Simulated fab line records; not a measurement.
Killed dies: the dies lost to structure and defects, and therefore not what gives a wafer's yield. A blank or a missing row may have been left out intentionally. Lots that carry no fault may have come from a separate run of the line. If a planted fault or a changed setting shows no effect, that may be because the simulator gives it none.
Lot-split experiment + flow n5_finfet + route with 1938 steps; 7 lots, 21 wafers read

== THE SPLIT ITSELF ==
At N5_PASSIVATION_PECVD_01 (deposits SiNx from SiH4/NH3/N2, target thk 200 nm, time 43.2 s), the setting time_s was moved away from the recipe's 43.2 s on 10 of the 21 wafers read, by -7.5% to +8.5%. For the rest of the wafers, this setting stayed at what the recipe calls for.

The split's own step is where the reading is taken.

== THE READING ==
SiNx_of_PASSIVATION_PECVD_01.thk_nm (the simulator's own value, which no gauge read), in nm, at N5_PASSIVATION_PECVD_01 (deposits SiNx from SiH4/NH3/N2, target thk 200 nm, time 43.2 s). The file does not state a usual value for it. Here, 11 wafers ran the recipe; their average is 200.6 nm with a standard deviation of 2.5 nm.

| wafer  | tool, chamber at the split | time_s as run, s | against the recipe | SiNx_of_PASSIVATION_PECVD_01.thk_nm, nm | against lot-mates on the recipe |
|--------|----------------------------|------------------|--------------------|-----------------------------------------|---------------------------------|
| L081.2 | pecvd-03, 2                | 43.2             | recipe             | 196.8                                   | -                               |
| L081.3 | pecvd-03, 0                | 43.2             | recipe             | 197.8                                   | -                               |
| L081.6 | pecvd-03, 0                | 43.2             | recipe             | 199.6                                   | -                               |
| L082.2 | pecvd-01, 0                | 46.12            | +6.8%              | 213.6                                   | +11.2                           |
| L082.3 | pecvd-01, 1                | 43.2             | recipe             | 202.4                                   | -                               |
| L082.5 | pecvd-01, 2                | 46.12            | +6.8%              | 216                                     | +13.6                           |
| L088.1 | pecvd-01, 0                | 40.11            | -7.2%              | 187.2                                   | -17.8                           |
| L088.4 | pecvd-01, 0                | 43.2             | recipe             | 205                                     | -                               |
| L088.5 | pecvd-01, 0                | 40.11            | -7.2%              | 187.8                                   | -17.2                           |
| L087.1 | pecvd-02, 0                | 43.2             | recipe             | 198.2                                   | -                               |
| L087.3 | pecvd-02, 1                | 43.2             | recipe             | 200                                     | -                               |
| L087.5 | pecvd-02, 0                | 44.83            | +3.8%              | 206.2                                   | +7.1                            |
| L089.3 | pecvd-01, 2                | 46.89            | +8.5%              | 211                                     | no lot-mate on the recipe       |
| L089.4 | pecvd-01, 1                | 46.89            | +8.5%              | 221.4                                   | no lot-mate on the recipe       |
| L089.5 | pecvd-01, 2                | 46.89            | +8.5%              | 215.8                                   | no lot-mate on the recipe       |
| L092.2 | pecvd-03, 2                | 39.98            | -7.5%              | 184.6                                   | -19.2                           |
| L092.5 | pecvd-03, 2                | 43.2             | recipe             | 203.8                                   | -                               |
| L092.6 | pecvd-03, 0                | 39.98            | -7.5%              | 193.4                                   | -10.4                           |
| L096.3 | pecvd-03, 1                | 43.2             | recipe             | 199.4                                   | -                               |
| L096.4 | pecvd-03, 2                | 43.2             | recipe             | 202.8                                   | -                               |
| L096.5 | pecvd-03, 1                | 43.2             | recipe             | 200.4                                   | -                               |

FIT RESULTS
A straight line over all 21 wafers: SiNx_of_PASSIVATION_PECVD_01.thk_nm changes by +1.8 nm for each +1% of time_s; r = +0.95; the points scatter about the line by 3.1 nm.
The same after taking each lot's own level away (the mean of its wafers on the recipe; 18 wafers): +2.07 nm for each +1%; r = +0.97; scatter 2.1 nm.
Per that fit: largest time_s move, reading shift of 18 nm.
Across the lots, their own levels run from 198.07 to 205.00 nm, a range of 2.8 times the standard deviation given above.
Thus the slope moves with the lot-to-lot level: the two fits are different.
Check: -15 nm against its lot-mates is what the line predicts for one of the wafers moved furthest among these (-7.5%) when that wafer is left out of the fit. Against them it came out at -19.2 nm.

== OTHER SPLITS ON THESE WAFERS ==
These wafers also went through other splits before the reading. Each is held against what the fit with the lots' levels taken away leaves over:
| other split on the same wafers | wafers away from the commonest value | r with SiNx_of_PASSIVATION_PECVD_01.thk_nm (lot level and that fit taken away) |
|--------------------------------|--------------------------------------|--------------------------------------------------------------------------------|
| N5_BEOL_M10_ETCH_62 time_s     | 6                                    | -0.32                                                                          |
| N5_BEOL_M10_PEB_26 peb_time_s  | 5                                    | +0.28                                                                          |
| N5_BEOL_M11_VIA_ETCH_34 time_s | 10                                   | -0.22                                                                          |
| N5_BEOL_M12_COAT_65 spin_rpm   | 10                                   | -0.22                                                                          |
| N5_BEOL_M13_COAT_58 spin_rpm   | 10                                   | +0.09                                                                          |
| N5_BEOL_M15_ETCH_61 time_s     | 4                                    | -0.17                                                                          |

== FILE'S OWN FIT ==
SiNx_of_PASSIVATION_PECVD_01.thk_nm changes by +2.08 nm for each +1% of time_s, r = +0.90.
